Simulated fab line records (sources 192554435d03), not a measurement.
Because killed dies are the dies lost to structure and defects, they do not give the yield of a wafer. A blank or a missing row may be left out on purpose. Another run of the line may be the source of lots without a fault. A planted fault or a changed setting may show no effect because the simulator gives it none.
Lot-split experiment -- flow n5Finfet -- route with 1938 steps; 7 lots, 39 wafers read

ON THE SPLIT
At N5_GATE_CUT_ETCH_37 (etches SOC in N2/H2, target depth 60 nm, overetch 12 nm, time 90 s), the setting biasW was moved away from the recipe's 150 W on 9 of the 39 wafers read, by -11.7% to +11.0%. All remaining wafers had this setting at the recipe value.

The reading is taken at the split's own step.

THE READING
rfVppV, in V, at N5_GATE_CUT_ETCH_37 (etches SOC in N2/H2, target depth 60 nm, overetch 12 nm, time 90 s). Typical for fault-free wafers on this fab line: 524.7 V, with standard deviation 2.4 V.

wafer,"tool, chamber at the split","biasW as run, W",against the recipe,"rfVppV, V",against lot-mates on the recipe
L080.1,"rieDiel-02, 2",150,recipe,524.1,-
L080.2,"rieDiel-02, 0",150,recipe,526.3,-
L080.3,"rieDiel-02, 3",150,recipe,523.1,-
L080.4,"rieDiel-02, 1",150,recipe,527.3,-
L080.5,"rieDiel-02, 1",150,recipe,527.8,-
L080.6,"rieDiel-02, 0",150,recipe,525.6,-
L081.1,"rieDiel-02, 2",150,recipe,522.0,-
L081.2,"rieDiel-02, 0",150,recipe,526.7,-
L081.3,"rieDiel-02, 1",132.5,-11.7%,488.5,-36.9
L081.4,"rieDiel-02, 3",132.5,-11.7%,482.6,-42.8
L081.5,"rieDiel-02, 2",132.5,-11.7%,483.9,-41.5
L081.6,"rieDiel-02, 1",150,recipe,527.5,-
L083.1,"rieDiel-01, 3",150,recipe,525.9,-
L083.2,"rieDiel-01, 2",150,recipe,522.9,-
L083.5,"rieDiel-01, 0",150,recipe,527.9,-
L088.1,"rieDiel-01, 1",150,recipe,523.9,-
L088.2,"rieDiel-01, 0",150,recipe,528.7,-
L088.3,"rieDiel-01, 2",150,recipe,525.4,-
L088.4,"rieDiel-01, 3",150,recipe,526.5,-
L088.5,"rieDiel-01, 2",150,recipe,522.7,-
L088.6,"rieDiel-01, 3",150,recipe,524.6,-
L091.1,"rieDiel-01, 1",150,recipe,523.1,-
L091.2,"rieDiel-01, 3",150,recipe,527.1,-
L091.3,"rieDiel-01, 0",150,recipe,528.1,-
L091.4,"rieDiel-01, 2",150,recipe,522.7,-
L091.5,"rieDiel-01, 3",150,recipe,526.4,-
L091.6,"rieDiel-01, 2",150,recipe,523.1,-
L094.1,"rieDiel-01, 3",166.5,+11.0%,562.8,+37.5
L094.2,"rieDiel-01, 2",150,recipe,522.8,-
L094.3,"rieDiel-01, 0",166.5,+11.0%,561.1,+35.8
L094.4,"rieDiel-01, 1",166.5,+11.0%,558.4,+33.1
L094.5,"rieDiel-01, 3",150,recipe,525.9,-
L094.6,"rieDiel-01, 0",150,recipe,527.2,-
L096.1,"rieDiel-02, 3",132.8,-11.5%,484.1,-40.8
L096.2,"rieDiel-02, 2",132.8,-11.5%,486.3,-38.6
L096.3,"rieDiel-02, 1",150,recipe,527.7,-
L096.4,"rieDiel-02, 0",150,recipe,525.0,-
L096.5,"rieDiel-02, 3",150,recipe,522.0,-
L096.6,"rieDiel-02, 2",132.8,-11.5%,484.6,-40.3

THE FIT
A straight line over all 39 wafers: rfVppV changes by +3.39 V for each +1% of biasW; r = +0.99; the points scatter about the line by 2.2 V.
The same after taking each lot's own level away (the mean of its wafers on the recipe; 39 wafers): +3.39 V for each +1%; r = +0.99; scatter 2.1 V.
The reading moves by 39 V for the largest change in biasW, on that fit.
Across the lots, their own levels run from 524.90 to 525.70 V, a range of 0.3 times the standard deviation given above.
The two slopes are in agreement: the lot-to-lot level therefore moves the slope only a little.
Check: for one of the wafers moved furthest among these (-11.7%), held out of the fit, the line's prediction against its lot-mates is -40.2 V. It came out at -36.9 V against them.
Tool readings at the split's step, against how far the setting was moved: rfVppV r = +0.99.

THESE WAFERS: OTHER SPLITS
Note: prior to the reading, these wafers also went through further splits. Each is held against what the fit with the lots' levels taken away leaves over:
other split on the same wafers,wafers away from the commonest value,r with rfVppV (lot level and that fit taken away)
N5_WELL_APT_IMPLANT_14 energyKev,18,+0.05
N5_WELL_APT_EPI_41 targetThkA,12,+0.10
N5_DUMMY_GATE_EXPOSE_12 doseMj,18,-0.36
N5_DUMMY_GATE_ETCH_32 timeS,15,-0.04
N5_DUMMY_GATE_ETCH_44 targetDepthA,15,-0.04
N5_HKMG_FIN_ETCH_32 targetDepthA,15,-0.03

THE FILE'S OWN FIT
rfVppV changes by +3.4 V for each +1% of biasW, r = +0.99.
